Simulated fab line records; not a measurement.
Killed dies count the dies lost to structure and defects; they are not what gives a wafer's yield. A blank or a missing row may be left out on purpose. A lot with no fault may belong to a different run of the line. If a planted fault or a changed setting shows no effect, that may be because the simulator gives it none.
fab line records    flow n5-finfet    part 1 of 2: steps 1 to 15 of 16
[record] lots = 7  wafers = 21  last-day = 17
route steps=1938 shown BEOL_M0_CUTY@701 BEOL_M4@1111 PASSIVATION@1936
lots with no fault: from the same line, run without faults
start-h: start of the lot's first displayed wafer, in hours after the record's first day    wait-h: time in hours since the lot's previous step    " the same as in the row above    L1.1+2: one row covering several wafers at once    - no value present, or no start provided    * or withheld: withheld    < > ~ a bound
route shown NAME@n: a module of which the file shows steps, and the number in the route of the first    usual: average and standard deviation across the fault-free wafers    same: alike in all rows    chamber/n: place in a boat    sites: the reading at each site    _std_site: standard deviation of those values    _edge_site: mean of outer sites minus mean of inner sites    radius-mm: how far each site lies from the wafer's centre    mask NAME#n: copy n    behind: the tool/chamber that last shaped the wafer    hold: why the lot went on hold/how many hours it stayed there/how the hold came to an end    device: transistor that didn't switch, given as n, p or np    end of line: the tests these same wafers got at the end of their route    for a step that has no rows: nothing shown but its recipe    killed: at the first sort, the dies lost to defects and structure; wafer yield is something else    map: dies across one wafer; x = killed, . = not, _ = none there
set.NAME: the setting as run; set.NAME@STEP: as run at that earlier step    model.NAME: the simulator's own value behind a step, which no gauge read
a table for each step, a row for each wafer; lots at some steps of the route
services: the hour from which a tool's chamber was out of use, counted from the record's first day as start-h (under 0 if before that day), plus the number of hours and why
[[steps]]
[step N5_BEOL_M0_CUTY_COAT_50]
[recipe] resist = SiARC  temp-c = 220  time-s = 60  spin-rpm = 1500  resist-thk-nm = 15
[step N5_BEOL_M0_CUTY_COAT_51]
[recipe] resist = CAR-ArF-block  spin-rpm = 1500  resist-thk-nm = 150
[step N5_BEOL_M0_CUTY_EBR_52]
[recipe] solvent = PGMEA  ebr-width-mm = 1.5
[step N5_BEOL_M0_CUTY_SOFTBAKE_53]
[recipe] temp-c = 110  time-s = 60  resist = CAR-ArF-block
[step N5_BEOL_M0_CUTY_EXPOSE_54]
[recipe] mask-id = M0_ABLK  na = 1.35  source-shape = conventional  sigma-outer = 0.8  polarization = unpolarized  dose-mj = 36
[step N5_BEOL_M0_CUTY_PEB_55]
[recipe] peb-temp-c = 110  peb-time-s = 60  resist = CAR-ArF-block
[step N5_BEOL_M0_CUTY_DEVELOP_56]
[recipe] develop-time-s = 30  developer = TMAH  resist = CAR-ArF-block  rinse-liquid = diw  dry = air-spin  dev-temp-c = 23
[step N5_BEOL_M0_CUTY_CD_MEAS_57]
[recipe] target-cd-nm = 200  landing-energy-ev = 500  detector = se-inlens  polarity = line
[usual] cd-nm = 199.9/0.8
lot.wafer  tool       chamber  start-h  wait-h  cd-nm
L123.3     cd-sem-03  0        164.09   -       199.3
L123.4     "          0        "        "       200.3
L123.5     "          0        "        "       199.4
L126.1     cd-sem-02  0        180.74   -       199.3
L126.4     "          0        "        "       199.8
L126.5     "          0        "        "       200.6
L127.1     cd-sem-01  0        191.61   -       201.0
L127.5     "          0        "        "       200.8
L127.6     "          0        "        "       199.1
L128.1     cd-sem-02  0        192.08   -       201.1
L128.3     "          0        "        "       199.0
L128.5     "          0        "        "       200.9
L131.2     cd-sem-03  0        212.17   -       199.3
L131.4     "          0        "        "       200.3
L131.6     "          0        "        "       200.3
L136.2     cd-sem-01  0        236.52   -       199.9
L136.5     "          0        "        "       200.6
L136.6     "          0        "        "       201.5
L137.4     cd-sem-03  0        246.32   -       198.2
L137.5     "          0        "        "       199.3
L137.6     "          0        "        "       199.6
[step N5_BEOL_M0_CUTY_OVL_MEAS_58]
[recipe] points-per-wafer = 44
[usual] M0_ABLK_OVL = -0.2/0.7
lot.wafer  tool        chamber  start-h  wait-h  M0_ABLK_OVL[nm]
L123.3     overlay-01  0        164.12   0.0     0.0
L123.4     "           0        "        "       -0.5
L123.5     "           0        "        "       -0.5
L126.1     overlay-02  0        180.77   0.0     -0.6
L126.4     "           0        "        "       -0.4
L126.5     "           0        "        "       -1.1
L127.1     overlay-01  0        191.64   0.0     -0.2
L127.5     "           0        "        "       -0.3
L127.6     "           0        "        "       -0.9
L128.1     overlay-02  0        192.11   0.0     0.3
L128.3     "           0        "        "       0.5
L128.5     "           0        "        "       0.8
L131.2     overlay-02  0        212.20   0.0     -0.9
L131.4     "           0        "        "       -1.4
L131.6     "           0        "        "       -0.6
L136.2     overlay-01  0        236.55   0.0     1.0
L136.5     "           0        "        "       -0.1
L136.6     "           0        "        "       -0.2
L137.4     overlay-02  0        246.35   0.0     -0.1
L137.5     "           0        "        "       0.0
L137.6     "           0        "        "       0.9
[step N5_BEOL_M0_CUTY_INSPECT_59]
[recipe] mode = adi  inspect-instrument = macro
[usual] raw-defect-count = 1.9/1.5
lot.wafer  tool               chamber  start-h  wait-h  raw-defect-count
L123.3     defect-inspect-01  -        164.15   0.0     3
L123.4     "                  -        "        "       1
L123.5     "                  -        "        "       0
L126.1     defect-inspect-02  -        180.79   0.0     0
L126.4     "                  -        "        "       3
L126.5     "                  -        "        "       3
L127.1     defect-inspect-02  -        191.66   0.0     2
L127.5     "                  -        "        "       0
L127.6     "                  -        "        "       1
L128.1     defect-inspect-01  -        192.14   0.0     3
L128.3     "                  -        "        "       0
L128.5     "                  -        "        "       4
L131.2     defect-inspect-01  -        212.22   0.0     0
L131.4     "                  -        "        "       2
L131.6     "                  -        "        "       2
L136.2     defect-inspect-01  -        236.57   0.0     2
L136.5     "                  -        "        "       2
L136.6     "                  -        "        "       1
L137.4     defect-inspect-02  -        246.37   0.0     2
L137.5     "                  -        "        "       1
L137.6     "                  -        "        "       1
[step N5_BEOL_M0_CUTY_DESCUM_61]
[recipe] chemistry = O2  time-s = 7.9  source-power-w = 50  bias-power-w = 20  pressure-mtorr = 20  rf-frequency-hz = 2.712e+07  temp-c = 40  resist = CAR-ArF-block  o2-flow-sccm = 225
[usual] drypump-motor-current-A = 5.6/0.43  oes-product-au = 0.76/0.064  rf-fwd-power-W = 49.38/0.27  rf-vpp-V = 243.6/1.1  showerhead-plenum-p-Torr = 2.13/0.057  throttle-valve-pct = 20.39/0.22
lot.wafer  tool         chamber  start-h  wait-h  drypump-motor-current-A  oes-product-au  rf-fwd-power-W  rf-hours-counter-h  rf-vpp-V  showerhead-plenum-p-Torr  throttle-valve-pct
L123.3     rie-diel-04  0        164.30   0.2     6.1                      0.74            49.44           166                 243.1     2.10                      20.77
L123.4     "            3        "        "       5.9                      0.72            49.20           -                   243.0     2.17                      20.44
L123.5     "            0        "        "       6.1                      0.74            49.67           -                   243.6     2.10                      20.75
L126.1     rie-diel-04  3        181.09   0.3     5.9                      0.71            49.07           208                 242.6     2.17                      20.45
L126.4     "            1        "        "       6.0                      0.85            48.98           42                  244.2     2.13                      20.57
L126.5     "            3        "        "       5.9                      0.71            49.17           -                   244.2     2.17                      20.46
L127.1     rie-diel-03  2        191.95   0.3     5.2                      0.76            49.70           172                 242.3     2.08                      20.24
L127.5     "            2        "        "       5.2                      0.76            49.59           -                   243.1     2.08                      20.24
L127.6     "            0        "        "       5.3                      0.80            49.63           -                   245.7     2.21                      20.22
L128.1     rie-diel-03  0        192.24   0.1     5.3                      0.79            49.15           109                 243.9     2.21                      20.19
L128.3     "            1        "        "       5.4                      0.75            49.53           144                 242.0     2.09                      20.14
L128.5     "            0        "        "       5.3                      0.80            49.44           -                   244.8     2.21                      20.20
L131.2     rie-diel-04  0        212.37   0.1     6.1                      0.73            49.81           183                 243.1     2.09                      20.80
L131.4     "            0        "        "       6.1                      0.73            49.89           -                   243.8     2.09                      20.80
L131.6     "            1        "        "       6.0                      0.84            48.91           -                   243.9     2.13                      20.57
L136.2     rie-diel-01  2        236.60   0.0     4.8                      0.71            48.83           202                 242.3     2.00                      20.65
L136.5     "            3        "        "       6.2                      0.83            49.46           -                   246.2     2.19                      20.12
L136.6     "            0        "        "       5.8                      0.75            49.48           -                   243.8     2.10                      20.43
L137.4     rie-diel-01  0        246.73   0.4     5.8                      0.74            49.41           -                   242.6     2.09                      20.43
L137.5     "            3        "        "       6.1                      0.81            49.44           -                   244.0     2.19                      20.10
L137.6     "            2        "        "       4.8                      0.70            49.22           -                   241.1     2.00                      20.64
[step N5_BEOL_M0_CUTY_ETCH_62]
[recipe] chemistry = CF4  target = SiARC  mask-material = CAR-ArF-block  time-s = 58.5  ion-energy-ev = 80  pressure-mtorr = 40  source-w = 545  bias-w = 36  Ar_flow_sccm = 100  cf4-flow-sccm = 100  ends = cleared
[usual] bias-w = 36.00/0.1  cf4-flow-sccm = 100.00/0.27  drypump-motor-current-A = 5.6/0.43  etch-rf-on-time-s = 58.5/0.95  oes-product-au = 0.65/0.054  rf-fwd-power-W = 537.7/2.8  rf-vpp-V = 184.4/1.2  showerhead-plenum-p-Torr = 2.17/0.058  throttle-valve-pct = 15.56/0.17
lot.wafer  tool         chamber  start-h  wait-h  bias-w  cf4-flow-sccm  drypump-motor-current-A  etch-rf-on-time-s  oes-product-au  rf-fwd-power-W  rf-hours-counter-h  rf-vpp-V  showerhead-plenum-p-Torr  throttle-valve-pct
L123.3     rie-diel-04  0        164.34   0.0     36.09   100.55         6.0                      59.7               0.63            541.2           166                 183.6     2.13                      15.84
L123.4     "            3        "        "       36.02   99.90          5.9                      58.6               0.61            536.4           -                   186.1     2.20                      15.60
L123.5     "            0        "        "       35.97   100.16         6.1                      59.9               0.64            539.5           -                   184.8     2.13                      15.85
L126.1     rie-diel-04  3        181.13   0.0     36.08   99.90          5.9                      58.9               0.62            535.6           208                 185.1     2.20                      15.64
L126.4     "            1        "        "       35.97   100.28         6.0                      58.6               0.72            533.8           42                  185.4     2.17                      15.64
L126.5     "            3        "        "       36.07   99.63          5.9                      59.0               0.61            538.4           -                   186.3     2.20                      15.63
L127.1     rie-diel-03  2        191.99   0.0     35.98   100.04         5.2                      57.8               0.66            539.6           172                 183.4     2.14                      15.51
L127.5     "            2        "        "       36.10   99.77          5.2                      57.7               0.66            539.5           -                   183.4     2.14                      15.50
L127.6     "            0        "        "       36.04   100.24         5.3                      58.3               0.68            538.2           -                   184.9     2.23                      15.35
L128.1     rie-diel-03  0        192.27   0.0     36.06   99.78          5.3                      57.8               0.69            538.8           109                 186.8     2.24                      15.36
L128.3     "            1        "        "       35.91   99.65          5.4                      59.0               0.65            538.1           144                 183.1     2.14                      15.40
L128.5     "            0        "        "       35.83   99.77          5.3                      58.0               0.69            539.5           -                   185.1     2.24                      15.35
L131.2     rie-diel-04  0        212.40   0.0     35.98   99.93          6.1                      59.6               0.63            540.7           183                 183.1     2.13                      15.88
L131.4     "            0        "        "       35.94   100.09         6.1                      59.2               0.63            540.7           -                   184.5     2.13                      15.88
L131.6     "            1        "        "       36.05   100.15         6.0                      58.7               0.71            529.1           -                   184.0     2.17                      15.65
L136.2     rie-diel-01  2        236.64   0.0     36.09   99.98          4.8                      58.3               0.60            537.1           202                 181.9     2.04                      15.76
L136.5     "            3        "        "       36.00   99.87          6.1                      56.7               0.72            541.0           -                   186.3     2.27                      15.50
L136.6     "            0        "        "       35.98   100.44         5.8                      59.0               0.62            536.8           -                   183.5     2.13                      15.54
L137.4     rie-diel-01  0        246.77   0.0     35.97   100.60         5.8                      59.5               0.62            537.3           -                   183.1     2.12                      15.54
L137.5     "            3        "        "       36.10   100.18         6.1                      57.5               0.70            540.4           -                   185.4     2.27                      15.49
L137.6     "            2        "        "       36.11   99.83          4.8                      58.5               0.60            536.9           -                   182.7     2.04                      15.77
[step N5_BEOL_M0_CUTY_ETCH_63]
[recipe] chemistry = N2/H2  target = SOC  target-depth-a = 827  overetch-a = 165  mask-material = SiARC  temp-c = 40  ion-energy-ev = 200  time-s = 124  pressure-mtorr = 30  source-w = 840  bias-w = 150  n2-flow-sccm = 200  h2-flow-sccm = 200
[usual] bias-w = 150.0/0.44  chamber-pressure-mTorr = 30.000/0.028  drypump-motor-current-A = 5.7/0.43  oes-product-au = 0.63/0.05  rf-fwd-power-W = 836.3/2.5  rf-vpp-V = 524.8/2.1  showerhead-plenum-p-Torr = 2.57/0.068  throttle-valve-pct = 17.72/0.21
lot.wafer  tool         chamber  start-h  wait-h  bias-w  chamber-pressure-mTorr  drypump-motor-current-A  oes-product-au  rf-fwd-power-W  rf-hours-counter-h  rf-vpp-V  showerhead-plenum-p-Torr  throttle-valve-pct  model.CAR-ArF-block_of_BEOL_M0_CUTY_COAT_51.thk-nm  model.SiO2_of_BEOL_M0_SAQP_SPACER2_ALD_26.thk-nm  model.SiO2_of_BEOL_M0_SAQP_ALD_48.thk-nm
L123.3     rie-diel-04  0        164.38   0.0     150.2   29.998                  6.1                      0.62            839.8           166                 524.1     2.53                      18.04               0                                                   7.2                                               12.2
L123.4     "            3        "        "       150.0   30.009                  5.9                      0.59            836.0           -                   525.3     2.61                      17.74               0                                                   7                                                 12
L123.5     "            0        "        "       149.6   30.038                  6.1                      0.63            840.3           -                   523.8     2.53                      18.04               0                                                   7.2                                               12.8
L126.1     rie-diel-04  3        181.18   0.0     -       -                       -                        -               -               -                   -         -                         -                   119                                                 10.4                                              13
L126.4     "            1        "        "       -       -                       -                        -               -               -                   -         -                         -                   119.4                                               10.6                                              13
L126.5     "            3        "        "       -       -                       -                        -               -               -                   -         -                         -                   119                                                 10.6                                              12.8
L127.1     rie-diel-03  2        192.03   0.0     -       -                       -                        -               -               -                   -         -                         -                   118.2                                               10.6                                              13.4
L127.5     "            2        "        "       -       -                       -                        -               -               -                   -         -                         -                   118.4                                               10.6                                              13.2
L127.6     "            0        "        "       -       -                       -                        -               -               -                   -         -                         -                   117.8                                               10.6                                              12.8
L128.1     rie-diel-03  0        192.32   0.0     -       -                       -                        -               -               -                   -         -                         -                   118.2                                               10.6                                              12.8
L128.3     "            1        "        "       -       -                       -                        -               -               -                   -         -                         -                   118.2                                               10.6                                              13.2
L128.5     "            0        "        "       -       -                       -                        -               -               -                   -         -                         -                   118.6                                               10.6                                              13.2
L131.2     rie-diel-04  0        212.45   0.0     150.2   29.979                  6.1                      0.60            835.2           183                 523.8     2.52                      18.06               0                                                   7                                                 12.2
L131.4     "            0        "        "       150.2   30.021                  6.1                      0.61            837.1           -                   523.2     2.52                      18.08               0                                                   7                                                 12.4
L131.6     "            1        "        "       149.1   30.032                  6.0                      0.69            831.8           -                   523.8     2.59                      17.90               0                                                   7                                                 12.4
L136.2     rie-diel-01  2        236.69   0.0     149.9   30.018                  4.8                      0.58            834.8           202                 519.1     2.43                      18.05               0                                                   7.2                                               11.4
L136.5     "            3        "        "       149.6   29.972                  6.1                      0.68            839.3           -                   527.8     2.68                      17.49               0                                                   7                                                 12
L136.6     "            0        "        "       149.9   30.010                  5.8                      0.60            832.7           -                   523.9     2.52                      17.74               0                                                   7.2                                               12
L137.4     rie-diel-01  0        246.85   0.1     149.6   30.027                  5.8                      0.60            834.5           -                   524.3     2.52                      17.74               0                                                   7.2                                               11.8
L137.5     "            3        "        "       149.6   30.000                  6.2                      0.67            833.0           -                   528.1     2.68                      17.52               0                                                   7                                                 11.2
L137.6     "            2        "        "       150.6   29.967                  4.8                      0.57            838.1           -                   519.5     2.42                      18.04               0                                                   7.2                                               11.4
[step N5_BEOL_M0_CUTY_STRIP_64]
[recipe] chemistry = N2/H2  temp-c = 40  n2-flow-sccm = 200  h2-flow-sccm = 200  rf-frequency-hz = 6e+07
[step N5_BEOL_M4_RC_MEAS_101]
[usual] DIBL_N = 36.2/1.7  DIBL_P = 36.2/2.2  IOFF_N = 0.16/0.035  IOFF_P = 0.21/0.042  ION_N = 673/13  ION_P = 462/7.9  SS_N = 71.4/0.59  SS_P = 73.2/0.7  VT_N = 250/3.6  VT_P = -251/3.5
lot.wafer  tool       chamber  start-h  wait-h  DIBL_N[mV/V]  DIBL_P[mV/V]  IOFF_N[nA/um]  IOFF_P[nA/um]  ION_N[uA/um]  ION_P[uA/um]  SS_N[mV/dec]  SS_P[mV/dec]  VT_N[mV]  VT_P[mV]
L123.3     prober-01  0        219.16   0.3     36.6          34.8          0.15           0.22           665           466           70.8          72.4          250       -246
L123.4     "          0        "        "       36.7          34.9          0.16           0.22           678           463           71.9          72.7          251       -249
L123.5     "          0        "        "       40.0          39.1          0.22           0.29           691           474           71.6          73.5          248       -245
L131.2     prober-02  0        253.81   0.2     35.4          34.4          0.12           0.17           670           456           71.5          72.6          252       -253
L131.4     "          0        "        "       37.2          36.9          0.15           0.20           677           460           71.5          73.8          253       -253
L131.6     "          0        "        "       34.5          33.1          0.11           0.15           645           444           71.3          72.0          257       -255
L136.2     prober-01  0        302.35   0.2     37.6          36.4          0.15           0.23           666           464           71.0          72.8          252       -248
L136.5     "          0        "        "       36.7          34.8          0.15           0.21           678           466           71.3          72.7          248       -251
L136.6     "          0        "        "       36.3          34.9          0.13           0.20           673           466           71.0          73.6          252       -249
L137.4     prober-02  0        304.08   0.5     35.5          34.0          0.13           0.18           673           461           70.5          72.0          252       -250
L137.5     "          0        "        "       36.7          36.2          0.15           0.22           663           464           70.8          73.2          249       -248
L137.6     "          0        "        "       33.2          31.4          0.10           0.15           646           458           70.2          71.6          259       -254
[[key]]
[first-sign] step = N5_BEOL_M0_CUTY_ETCH_63  reading = tool-record  direction = missing
[effect] step = N5_PASSIVATION_PROBE_49  reading = killed_at_M0_to_M3  direction = up  sigmas = 99+  usual = 31  struck = 1104
[model-effect] step = N5_BEOL_M0_CUTY_ETCH_63  value = CAR-ArF-block_of_BEOL_M0_CUTY_COAT_51.thk-nm  without = 0  struck = 118.5
[more-kills-born-at] N5_BEOL_M0_CUTY_ETCH_63@rie-diel-03 = 6404  N5_BEOL_M0_CUTY_ETCH_63@rie-diel-04 = 3219
met-at N5_BEOL_M0_CUTY_ETCH_63
struck-wafers L126.1,L126.4,L126.5,L127.1,L127.5,L127.6,L128.1,L128.3,L128.5
later-rows-left-out L126.1,L126.4,L126.5,L127.1,L127.5,L127.6,L128.1,L128.3,L128.5
onset-between 164.38 181.18
[fault] kind = skipped-step-whole  tool = rie-diel-03,rie-diel-04  chamber = -  onset-h = 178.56  steps = N5_BEOL_M0_CUTY_ETCH_63  scope = struck-lots-only
// later-rows-left-out: the simulator's readings of these wafers behind a module that went badly wrong aren't trusted and aren't shown, but for the sort
